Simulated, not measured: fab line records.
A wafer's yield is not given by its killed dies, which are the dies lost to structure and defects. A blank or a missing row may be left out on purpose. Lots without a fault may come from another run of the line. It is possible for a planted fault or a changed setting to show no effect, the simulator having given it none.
fab line records	flow n5-finfet
record: lots: 24	wafers: 72	last-day: 17
route steps=1938 shown BEOL_M12@1614 BEOL_M13@1660
lots with no fault: from the same line, run without faults
start-h: the number of hours between the record's first day and the start of the first shown wafer of the lot	wait-h: hours from the lot's prior step to this one	" unchanged from the row above	L1.1+2: one row covering several wafers at once	- no value, or no start was given	* or withheld: withheld	< > ~ a bound
route shown NAME@n: NAME is a module with steps in the file, n the number in the route of the first one	usual: mean and standard deviation over wafers with no fault	same: alike in all rows	chamber/n: place in a boat	sites: each site's reading	_std_site: standard deviation across them	_edge_site: the outer-site mean with the inner-site mean subtracted	radius-mm: for every site, how far away it sits from the centre of the wafer	mask NAME#n: copy n	behind: the last tool/chamber to shape the wafer	hold: what put the lot on hold/how long, in hours/how the hold closed	device: transistor that didn't switch, given as n, p or np	end of line: the route-end tests of the same wafers	where a step has no rows: the recipe by itself	killed: at the first sort, the dies lost to defects and structure; wafer yield is something else	map: per-die view of a wafer (x killed, . not killed, _ where there is no die)
set.NAME: setting as actually run; set.NAME@STEP: the setting as run at that earlier step	model.NAME: the simulator's own value behind a step, which no gauge read
the route's steps for a sample of lots (tables are steps, rows are wafers)
services: when a tool's chamber went out of use (start-h, in hours from the record's first day, below 0 if earlier), for how many hours, and the reason
== steps ==
step: N5_BEOL_M12_INSPECT_12
recipe: mode: adi	inspect-instrument: macro
usual: raw-defect-count: 2.0/1.4
lot.wafer	tool	chamber	start-h	wait-h	raw-defect-count
L074.1	defect-inspect-01	-	247.54	0.0	1
L074.2	"	-	"	"	2
L074.3	"	-	"	"	3
L075.2	defect-inspect-02	-	247.77	0.0	2
L075.5	"	-	"	"	2
L075.6	"	-	"	"	3
L077.3	defect-inspect-01	-	248.00	0.0	1
L077.5	"	-	"	"	3
L077.6	"	-	"	"	0
L076.3	defect-inspect-01	-	250.00	0.0	5
L076.4	"	-	"	"	2
L076.5	"	-	"	"	1
L079.1	defect-inspect-02	-	264.88	0.0	3
L079.3	"	-	"	"	0
L079.4	"	-	"	"	1
L080.2	defect-inspect-02	-	266.42	0.0	0
L080.4	"	-	"	"	2
L080.6	"	-	"	"	1
L078.2	defect-inspect-02	-	266.77	0.0	0
L078.3	"	-	"	"	1
L078.4	"	-	"	"	2
L081.2	defect-inspect-01	-	272.60	0.0	2
L081.5	"	-	"	"	1
L081.6	"	-	"	"	3
L082.1	defect-inspect-01	-	284.16	0.0	2
L082.4	"	-	"	"	4
L082.5	"	-	"	"	0
L083.1	defect-inspect-01	-	285.60	0.0	1
L083.4	"	-	"	"	5
L083.6	"	-	"	"	4
L084.1	defect-inspect-01	-	294.35	0.0	3
L084.3	"	-	"	"	2
L084.4	"	-	"	"	3
L086.1	defect-inspect-01	-	296.82	0.0	0
L086.2	"	-	"	"	0
L086.4	"	-	"	"	3
L085.3	defect-inspect-02	-	303.64	0.0	4
L085.5	"	-	"	"	2
L085.6	"	-	"	"	2
L087.1	defect-inspect-02	-	319.82	0.2	0
L087.3	"	-	"	"	1
L087.6	"	-	"	"	1
L090.3	defect-inspect-02	-	327.09	0.0	2
L090.4	"	-	"	"	1
L090.6	"	-	"	"	4
L088.1	defect-inspect-02	-	327.31	0.0	6
L088.2	"	-	"	"	5
L088.4	"	-	"	"	1
L092.2	defect-inspect-01	-	335.35	0.0	3
L092.3	"	-	"	"	4
L092.4	"	-	"	"	1
L089.1	defect-inspect-01	-	343.81	0.0	1
L089.2	"	-	"	"	1
L089.4	"	-	"	"	1
L091.2	defect-inspect-01	-	345.44	0.0	0
L091.3	"	-	"	"	1
L091.5	"	-	"	"	3
L093.4	defect-inspect-01	-	350.86	0.0	0
L093.5	"	-	"	"	4
L093.6	"	-	"	"	2
L094.1	defect-inspect-02	-	365.05	0.0	0
L094.3	"	-	"	"	3
L094.5	"	-	"	"	2
L095.3	defect-inspect-02	-	366.28	0.0	3
L095.4	"	-	"	"	2
L095.5	"	-	"	"	2
L096.3	defect-inspect-01	-	375.33	0.0	2
L096.5	"	-	"	"	2
L096.6	"	-	"	"	0
L097.1	defect-inspect-02	-	383.89	0.3	3
L097.3	"	-	"	"	1
L097.5	"	-	"	"	5
step: N5_BEOL_M12_ETCH_59
recipe: chemistry: N2/H2	target: BARC	target-depth-a: 890	overetch-a: 267	time-s: 67.9	ion-energy-ev: 200	pressure-mtorr: 30	source-w: 840	bias-w: 150	n2-flow-sccm: 200	h2-flow-sccm: 200
usual: drypump-motor-current-A: 5.8/0.37	oes-product-au: 0.70/0.066	rf-vpp-V: 524.2/2.7	showerhead-plenum-p-Torr: 2.55/0.088	throttle-valve-pct: 17.77/0.2
lot.wafer	tool	chamber	start-h	wait-h	drypump-motor-current-A	oes-product-au	rf-hours-counter-h	rf-vpp-V	showerhead-plenum-p-Torr	throttle-valve-pct
L074.1	rie-diel-04	2	247.96	0.0	6.3	0.84	3	522.0	2.50	17.60
L074.2	"	3	"	"	5.5	0.68	86	521.5	2.46	17.76
L074.3	"	1	"	"	5.7	0.63	199	526.9	2.63	17.92
L075.2	rie-diel-04	1	248.23	0.0	5.7	0.63	199	526.3	2.63	17.91
L075.5	"	3	"	"	5.5	0.68	-	520.5	2.46	17.76
L075.6	"	0	"	"	5.5	0.73	-	528.1	2.68	17.47
L077.3	rie-diel-03	1	248.53	0.0	6.3	0.75	36	524.8	2.60	17.87
L077.5	"	2	"	"	4.8	0.77	-	523.4	2.48	17.59
L077.6	"	3	"	"	6.1	0.70	-	524.5	2.57	17.80
L076.3	rie-diel-03	0	250.07	0.0	5.8	0.76	24	522.5	2.48	17.79
L076.4	"	1	"	"	6.2	0.75	37	523.3	2.60	17.87
L076.5	"	1	"	"	6.2	0.74	-	526.0	2.60	17.89
L079.1	rie-diel-02	0	265.14	0.0	5.9	0.71	86	525.6	2.56	17.76
L079.3	"	1	"	"	5.6	0.79	8	528.8	2.71	17.46
L079.4	"	2	"	"	5.9	0.61	200	519.6	2.44	18.10
L080.2	rie-diel-02	0	266.49	0.0	5.9	0.70	87	525.2	2.56	17.76
L080.4	"	3	"	"	6.3	0.59	235	525.8	2.62	17.77
L080.6	"	0	"	"	5.9	0.70	-	523.9	2.56	17.76
L078.2	rie-diel-02	0	266.84	0.0	5.9	0.71	87	525.2	2.56	17.74
L078.3	"	3	"	"	6.3	0.59	235	526.6	2.62	17.75
L078.4	"	2	"	"	5.9	0.62	201	520.7	2.44	18.12
L081.2	rie-diel-02	0	272.67	0.0	5.9	0.70	89	524.0	2.56	17.75
L081.5	"	1	"	"	5.6	0.80	-	528.6	2.71	17.48
L081.6	"	2	"	"	5.9	0.61	-	519.7	2.43	18.12
L082.1	rie-diel-04	1	284.29	0.0	5.7	0.62	215	525.8	2.62	17.92
L082.4	"	3	"	"	5.5	0.67	100	520.1	2.45	17.76
L082.5	"	0	"	"	5.5	0.72	-	526.7	2.67	17.47
L083.1	rie-diel-03	3	286.11	0.0	6.1	0.69	94	523.4	2.56	17.83
L083.4	"	0	"	"	5.8	0.74	38	520.6	2.48	17.82
L083.6	"	0	"	"	5.8	0.75	-	521.3	2.48	17.81
L084.1	rie-diel-04	1	294.42	0.0	5.7	0.61	218	527.2	2.62	17.93
L084.3	"	3	"	"	5.5	0.67	103	521.4	2.45	17.79
L084.4	"	0	"	"	5.6	0.71	73	528.6	2.67	17.50
L086.1	rie-diel-04	3	296.89	0.0	5.5	0.67	104	521.1	2.45	17.79
L086.2	"	0	"	"	5.6	0.71	74	525.5	2.67	17.50
L086.4	"	1	"	"	5.7	0.61	219	525.9	2.62	17.94
L085.3	rie-diel-02	2	303.71	0.0	5.9	0.61	213	520.7	2.43	18.13
L085.5	"	2	"	"	5.9	0.61	-	519.9	2.43	18.13
L085.6	"	3	"	"	6.3	0.58	-	525.9	2.62	17.78
L087.1	rie-diel-02	2	320.10	0.0	5.9	0.60	220	520.7	2.43	18.15
L087.3	"	0	"	"	5.9	0.69	106	523.8	2.55	17.79
L087.6	"	1	"	"	5.6	0.76	-	527.2	2.70	17.49
L090.3	rie-diel-02	1	327.15	0.0	5.6	0.75	30	527.6	2.70	17.49
L090.4	"	2	"	"	5.9	0.60	-	520.5	2.43	18.16
L090.6	"	1	"	"	5.6	0.75	-	528.9	2.70	17.52
L088.1	rie-diel-04	3	327.38	0.0	5.6	0.66	114	519.8	2.45	17.80
L088.2	"	1	"	"	5.7	0.61	229	525.6	2.61	17.95
L088.4	"	2	"	"	6.3	0.78	30	521.8	2.49	17.64
L092.2	rie-diel-02	3	335.41	0.0	6.3	0.84	1	525.1	2.61	17.45
L092.3	"	1	"	"	5.6	0.75	34	528.7	2.69	17.50
L092.4	"	2	"	"	5.9	0.60	227	520.4	2.42	18.16
L089.1	rie-diel-03	2	343.90	0.0	4.8	0.73	45	522.6	2.47	17.64
L089.2	"	3	"	"	6.1	0.67	113	526.1	2.55	17.88
L089.4	"	1	"	"	6.2	0.70	69	524.6	2.58	17.93
L091.2	rie-diel-02	0	345.50	0.0	5.9	0.69	117	524.3	2.54	17.79
L091.3	"	1	"	"	5.6	0.75	38	528.2	2.69	17.52
L091.5	"	2	"	"	5.9	0.60	-	520.5	2.42	18.19
L093.4	rie-diel-04	2	350.92	0.0	6.3	0.77	39	520.3	2.48	17.66
L093.5	"	2	"	"	6.2	0.76	-	521.6	2.48	17.65
L093.6	"	3	"	"	5.5	0.65	-	522.8	2.44	17.82
L094.1	rie-diel-03	2	365.12	0.0	4.8	0.71	52	523.3	2.46	17.64
L094.3	"	1	"	"	6.3	0.71	77	524.9	2.58	17.96
L094.5	"	1	"	"	6.3	0.69	-	524.3	2.58	17.95
L095.3	rie-diel-03	3	366.42	0.0	6.1	0.67	120	525.3	2.55	17.88
L095.4	"	2	"	"	4.8	0.72	53	521.6	2.46	17.66
L095.5	"	2	"	"	4.8	0.71	-	521.6	2.46	17.66
L096.3	rie-diel-03	3	375.40	0.0	6.1	0.67	123	524.2	2.55	17.88
L096.5	"	0	"	"	5.8	0.71	-	522.1	2.47	17.87
L096.6	"	1	"	"	6.2	0.69	-	526.0	2.58	17.96
L097.1	rie-diel-04	3	383.96	0.0	5.5	0.65	133	523.6	2.44	17.84
L097.3	"	0	"	"	5.6	0.69	103	527.0	2.65	17.55
L097.5	"	0	"	"	5.5	0.68	-	528.0	2.65	17.53
step: N5_BEOL_M12_STRIP_64
recipe: chemistry: N2/H2	power-w: 1000	temp-c: 250	h2-frac: 0.65	overash-fraction: 0.3	pressure-mtorr: withheld	n2-flow-sccm: 1750	h2-flow-sccm: 3250
usual: drypump-motor-current-A: 5.66/0.19	heater-power-w: 325/44	oes-product-au: 0.715/0.0049	strip-time-to-endpoint-s: 31.32/0.077
same: overash-fraction: 0.3
lot.wafer	tool	chamber	start-h	wait-h	drypump-motor-current-A	heater-power-w	oes-product-au	rf-hours-counter-h	strip-time-to-endpoint-s
L074.1	plasma-asher-01	1	248.28	0.0	5.75	299	0.719	67	31.34
L074.2	"	0	"	"	5.51	304	0.704	67	31.34
L074.3	"	1	"	"	5.74	293	0.714	-	31.34
L075.2	plasma-asher-01	0	248.59	0.0	5.46	310	0.722	68	31.32
L075.5	"	0	"	"	5.47	310	0.710	-	31.29
L075.6	"	1	"	"	5.75	295	0.720	-	31.23
L077.3	plasma-asher-01	1	248.86	0.0	5.73	299	0.719	-	31.35
L077.5	"	1	"	"	5.74	305	0.717	-	31.36
L077.6	"	0	"	"	5.49	302	0.715	-	31.33
L076.3	plasma-asher-02	0	250.40	0.0	6.03	418	0.718	-	31.35
L076.4	"	1	"	"	5.47	336	0.719	-	31.38
L076.5	"	1	"	"	5.48	330	0.715	-	31.44
L079.1	plasma-asher-01	0	265.46	0.0	5.48	302	0.718	71	31.32
L079.3	"	1	"	"	5.76	296	0.705	-	31.32
L079.4	"	0	"	"	5.48	314	0.715	-	31.32
L080.2	plasma-asher-01	0	266.80	0.0	5.50	311	0.716	72	31.20
L080.4	"	0	"	"	5.48	302	0.719	-	31.16
L080.6	"	1	"	"	5.75	296	0.713	-	31.15
L078.2	plasma-asher-02	0	267.15	0.0	6.03	425	0.717	128	31.38
L078.3	"	1	"	"	5.50	330	0.719	-	31.23
L078.4	"	0	"	"	6.00	440	0.720	-	31.36
L081.2	plasma-asher-01	1	272.98	0.0	5.73	294	0.719	73	31.29
L081.5	"	0	"	"	5.53	306	0.718	-	31.39
L081.6	"	1	"	"	5.74	296	0.716	-	31.34
L082.1	plasma-asher-02	0	284.60	0.0	6.01	433	0.717	131	31.37
L082.4	"	1	"	"	5.49	330	0.712	-	31.42
L082.5	"	1	"	"	5.49	321	0.717	-	31.37
L083.1	plasma-asher-01	0	286.42	0.0	5.51	314	0.711	75	31.35
L083.4	"	1	"	"	5.74	300	0.719	-	31.26
L083.6	"	0	"	"	5.51	304	0.715	-	31.36
L084.1	plasma-asher-01	1	294.73	0.0	5.76	301	0.711	76	31.19
L084.3	"	1	"	"	5.75	295	0.713	-	31.14
L084.4	"	0	"	"	5.47	306	0.712	-	31.21
L086.1	plasma-asher-01	1	297.20	0.0	5.75	292	0.706	77	31.27
L086.2	"	0	"	"	5.50	317	0.710	77	31.32
L086.4	"	1	"	"	5.74	303	0.718	-	31.36
L085.3	plasma-asher-01	0	304.08	0.0	5.48	313	0.711	-	31.29
L085.5	"	1	"	"	5.75	302	0.712	-	31.25
L085.6	"	0	"	"	5.50	306	0.705	-	31.20
L087.1	plasma-asher-01	1	320.41	0.0	5.75	292	0.719	82	31.23
L087.3	"	1	"	"	5.75	301	0.716	-	31.28
L087.6	"	1	"	"	5.75	293	0.716	-	31.32
L090.3	plasma-asher-01	1	327.49	0.0	5.73	298	0.712	-	31.32
L090.4	"	0	"	"	5.49	310	0.718	-	31.36
L090.6	"	1	"	"	5.73	294	0.714	-	31.23
L088.1	plasma-asher-02	0	327.69	0.0	6.03	424	0.712	139	31.29
L088.2	"	1	"	"	5.48	329	0.706	139	31.29
L088.4	"	1	"	"	5.50	330	0.707	-	31.26
L092.2	plasma-asher-01	1	335.73	0.0	5.77	295	0.711	85	31.38
L092.3	"	0	"	"	5.50	294	0.714	-	31.36
L092.4	"	1	"	"	5.73	292	0.705	-	31.40
L089.1	plasma-asher-01	0	344.21	0.0	5.50	314	0.717	87	31.29
L089.2	"	1	"	"	5.73	299	0.720	87	31.35
L089.4	"	1	"	"	5.74	299	0.717	-	31.31
L091.2	plasma-asher-01	0	345.82	0.0	5.51	307	0.716	87	31.21
L091.3	"	1	"	"	5.73	306	0.714	-	31.35
L091.5	"	1	"	"	5.72	304	0.711	-	31.25
L093.4	plasma-asher-02	0	351.26	0.0	6.02	430	0.715	-	31.35
L093.5	"	1	"	"	5.46	333	0.716	-	31.34
L093.6	"	0	"	"	6.02	419	0.723	-	31.33
L094.1	plasma-asher-01	0	365.43	0.0	5.50	314	0.722	91	31.41
L094.3	"	0	"	"	5.48	303	0.713	-	31.41
L094.5	"	0	"	"	5.48	308	0.717	-	31.37
L095.3	plasma-asher-02	0	366.75	0.0	6.01	427	0.708	-	31.45
L095.4	"	1	"	"	5.51	326	0.701	-	31.40
L095.5	"	0	"	"	6.01	424	0.720	-	31.41
L096.3	plasma-asher-02	1	375.73	0.0	5.49	326	0.721	-	31.40
L096.5	"	0	"	"	6.02	432	0.715	-	31.40
L096.6	"	1	"	"	5.50	324	0.710	-	31.43
L097.1	plasma-asher-01	0	384.27	0.0	5.50	311	0.714	95	31.30
L097.3	"	1	"	"	5.76	295	0.716	-	31.44
L097.5	"	1	"	"	5.75	298	0.704	-	31.48
step: N5_BEOL_M12_OCD_MEAS_35
usual: trench-depth-nm: 319/3.5
lot.wafer	tool	chamber	start-h	wait-h	trench-depth-nm
L074.1	ocd-01	-	249.40	0.0	318
L074.2	"	-	"	"	322
L074.3	"	-	"	"	324
L075.2	ocd-02	-	249.71	0.0	318
L075.5	"	-	"	"	320
L075.6	"	-	"	"	325
L077.3	ocd-01	-	249.97	0.0	321
L077.5	"	-	"	"	326
L077.6	"	-	"	"	323
L076.3	ocd-02	-	251.47	0.0	316
L076.4	"	-	"	"	313
L076.5	"	-	"	"	316
L079.1	ocd-01	-	266.70	0.0	316
L079.3	"	-	"	"	320
L079.4	"	-	"	"	322
L080.2	ocd-01	-	268.01	0.0	315
L080.4	"	-	"	"	314
L080.6	"	-	"	"	317
L078.2	ocd-02	-	268.40	0.0	325
L078.3	"	-	"	"	322
L078.4	"	-	"	"	323
L081.2	ocd-02	-	274.19	0.0	317
L081.5	"	-	"	"	323
L081.6	"	-	"	"	317
L082.1	ocd-01	-	286.08	0.0	319
L082.4	"	-	"	"	320
L082.5	"	-	"	"	315
L083.1	ocd-02	-	287.56	0.0	317
L083.4	"	-	"	"	316
L083.6	"	-	"	"	319
L084.1	ocd-01	-	295.81	0.0	315
L084.3	"	-	"	"	312
L084.4	"	-	"	"	318
L086.1	ocd-02	-	298.64	0.0	322
L086.2	"	-	"	"	315
L086.4	"	-	"	"	322
L085.3	ocd-01	-	305.43	0.0	315
L085.5	"	-	"	"	324
L085.6	"	-	"	"	321
L087.1	ocd-01	-	321.62	0.0	321
L087.3	"	-	"	"	315
L087.6	"	-	"	"	315
L090.3	ocd-02	-	328.72	0.0	320
L090.4	"	-	"	"	323
L090.6	"	-	"	"	319
L088.1	ocd-01	-	329.07	0.0	319
L088.2	"	-	"	"	313
L088.4	"	-	"	"	317
L092.2	ocd-02	-	336.81	0.0	320
L092.3	"	-	"	"	323
L092.4	"	-	"	"	323
L089.1	ocd-01	-	345.51	0.0	319
L089.2	"	-	"	"	315
L089.4	"	-	"	"	322
L091.2	ocd-02	-	347.62	0.0	322
L091.3	"	-	"	"	319
L091.5	"	-	"	"	318
L093.4	ocd-01	-	352.32	0.0	321
L093.5	"	-	"	"	321
L093.6	"	-	"	"	317
L094.1	ocd-02	-	366.64	0.0	317
L094.3	"	-	"	"	317
L094.5	"	-	"	"	329
L095.3	ocd-02	-	367.81	0.0	318
L095.4	"	-	"	"	317
L095.5	"	-	"	"	320
L096.3	ocd-01	-	376.80	0.0	319
L096.5	"	-	"	"	316
L096.6	"	-	"	"	318
L097.1	ocd-01	-	385.48	0.0	326
L097.3	"	-	"	"	320
L097.5	"	-	"	"	316
step: N5_BEOL_M12_DEGAS_41
recipe: ambient: vacuum	temp-c: 250	time-s: 60
usual: heater-power-w: 326/34
lot.wafer	tool	chamber	start-h	wait-h	heater-power-w
L074.1	pvd-sputter-02	-	251.43	0.4	369
L074.2	"	-	"	"	316
L074.3	"	-	"	"	302
L075.2	pvd-sputter-03	-	251.80	0.5	308
L075.5	"	-	"	"	312
L075.6	"	-	"	"	305
L077.3	pvd-sputter-03	-	256.56	0.4	314
L077.5	"	-	"	"	316
L077.6	"	-	"	"	411
L076.3	pvd-sputter-02	-	256.95	0.4	300
L076.4	"	-	"	"	322
L076.5	"	-	"	"	307
L079.1	pvd-sputter-02	-	269.76	0.1	296
L079.3	"	-	"	"	322
L079.4	"	-	"	"	285
L080.2	pvd-sputter-03	-	269.86	0.1	303
L080.4	"	-	"	"	314
L080.6	"	-	"	"	313
L078.2	pvd-sputter-01	-	270.83	0.4	333
L078.3	"	-	"	"	343
L078.4	"	-	"	"	334
L081.2	pvd-sputter-02	-	278.82	0.6	361
L081.5	"	-	"	"	288
L081.6	"	-	"	"	362
L082.1	pvd-sputter-02	-	286.45	0.0	283
L082.4	"	-	"	"	301
L082.5	"	-	"	"	322
L083.1	pvd-sputter-02	-	292.72	0.4	322
L083.4	"	-	"	"	286
L083.6	"	-	"	"	365
L084.1	pvd-sputter-02	-	299.96	0.3	301
L084.3	"	-	"	"	362
L084.4	"	-	"	"	321
L086.1	pvd-sputter-03	-	300.81	0.7	410
L086.2	"	-	"	"	312
L086.4	"	-	"	"	313
L085.3	pvd-sputter-02	-	309.54	0.3	321
L085.5	"	-	"	"	283
L085.6	"	-	"	"	361
L087.1	pvd-sputter-03	-	323.95	0.1	304
L087.3	"	-	"	"	411
L087.6	"	-	"	"	311
L090.3	pvd-sputter-02	-	334.04	0.2	370
L090.4	"	-	"	"	323
L090.6	"	-	"	"	316
L088.1	pvd-sputter-03	-	335.15	0.5	418
L088.2	"	-	"	"	304
L088.4	"	-	"	"	327
L092.2	pvd-sputter-01	-	337.75	0.3	334
L092.3	"	-	"	"	339
L092.4	"	-	"	"	327
L089.1	pvd-sputter-02	-	346.64	0.2	324
L089.2	"	-	"	"	290
L089.4	"	-	"	"	367
L091.2	pvd-sputter-01	-	349.61	0.2	343
L091.3	"	-	"	"	336
L091.5	"	-	"	"	348
L093.4	pvd-sputter-02	-	353.22	0.6	300
L093.5	"	-	"	"	360
L093.6	"	-	"	"	291
L094.1	pvd-sputter-02	-	371.09	0.3	357
L094.3	"	-	"	"	293
L094.5	"	-	"	"	298
L095.3	pvd-sputter-02	-	372.07	0.7	291
L095.4	"	-	"	"	367
L095.5	"	-	"	"	362
L096.3	pvd-sputter-02	-	378.83	0.3	321
L096.5	"	-	"	"	296
L096.6	"	-	"	"	321
L097.1	pvd-sputter-01	-	388.20	0.3	333
L097.3	"	-	"	"	328
L097.5	"	-	"	"	337
step: N5_BEOL_M13_THK_MEAS_01
recipe: reads: SiOC_of_BEOL_M13_ILD_DEP_00
usual: M13_ILD_THK: 838/11
lot.wafer	tool	chamber	start-h	wait-h	M13_ILD_THK[nm]
L074.1	film-metro-01	-	252.86	0.1	821
L074.2	"	-	"	"	823
L074.3	"	-	"	"	836
L075.2	film-metro-02	-	253.29	0.1	831
L075.5	"	-	"	"	840
L075.6	"	-	"	"	849
L077.3	film-metro-01	-	258.09	0.1	824
L077.5	"	-	"	"	840
L077.6	"	-	"	"	831
L076.3	film-metro-02	-	258.86	0.1	840
L076.4	"	-	"	"	844
L076.5	"	-	"	"	838
L079.1	film-metro-01	-	271.20	0.1	825
L079.3	"	-	"	"	844
L079.4	"	-	"	"	847
L080.2	film-metro-02	-	271.31	0.1	813
L080.4	"	-	"	"	825
L080.6	"	-	"	"	844
L078.2	film-metro-01	-	272.59	0.1	826
L078.3	"	-	"	"	836
L078.4	"	-	"	"	851
L081.2	film-metro-01	-	280.41	0.1	825
L081.5	"	-	"	"	827
L081.6	"	-	"	"	846
L082.1	film-metro-02	-	287.91	0.1	837
L082.4	"	-	"	"	843
L082.5	"	-	"	"	841
L083.1	film-metro-02	-	294.32	0.1	843
L083.4	"	-	"	"	854
L083.6	"	-	"	"	861
L084.1	film-metro-01	-	301.55	0.1	839
L084.3	"	-	"	"	833
L084.4	"	-	"	"	854
L086.1	film-metro-02	-	302.24	0.1	835
L086.2	"	-	"	"	825
L086.4	"	-	"	"	825
L085.3	film-metro-02	-	311.12	0.1	845
L085.5	"	-	"	"	854
L085.6	"	-	"	"	837
L087.1	film-metro-01	-	325.38	0.1	838
L087.3	"	-	"	"	828
L087.6	"	-	"	"	832
L090.3	film-metro-01	-	335.60	0.1	835
L090.4	"	-	"	"	848
L090.6	"	-	"	"	862
L088.1	film-metro-01	-	336.87	0.1	843
L088.2	"	-	"	"	835
L088.4	"	-	"	"	857
L092.2	film-metro-01	-	339.50	0.1	829
L092.3	"	-	"	"	827
L092.4	"	-	"	"	848
L089.1	film-metro-01	-	348.22	0.1	822
L089.2	"	-	"	"	824
L089.4	"	-	"	"	844
L091.2	film-metro-02	-	353.89	0.1	833
L091.3	"	-	"	"	838
L091.5	"	-	"	"	837
L093.4	film-metro-01	-	355.61	0.0	843
L093.5	"	-	"	"	864
L093.6	"	-	"	"	838
L094.1	film-metro-02	-	372.58	0.1	836
L094.3	"	-	"	"	818
L094.5	"	-	"	"	835
L095.3	film-metro-02	-	373.53	0.1	831
L095.4	"	-	"	"	841
L095.5	"	-	"	"	834
L096.3	film-metro-02	-	380.41	0.1	831
L096.5	"	-	"	"	836
L096.6	"	-	"	"	844
L097.1	film-metro-01	-	389.63	0.1	814
L097.3	"	-	"	"	836
L097.5	"	-	"	"	839
== services ==
tool	chamber	start-h	hours	kind
plasma-asher-01	-	235.97	2.8	pm
rie-diel-04	3	238.86	7.2	repair
rie-diel-02	3	311.75	-	clean
rie-diel-02	3	311.75	-	consumable-replace:focus-ring
rie-diel-02	3	311.75	20.7	scheduled-down
rie-diel-02	3	311.75	20.7	vent-cycle
pvd-sputter-02	-	322.06	8.6	repair
plasma-asher-02	-	340.56	0.9	repair
rie-diel-02	0	349.30	4.2	repair
pvd-sputter-02	-	354.74	5.9	repair
pvd-sputter-03	-	364.90	3.4	repair
rie-diel-03	2	370.53	9.9	repair
== key ==
fault none
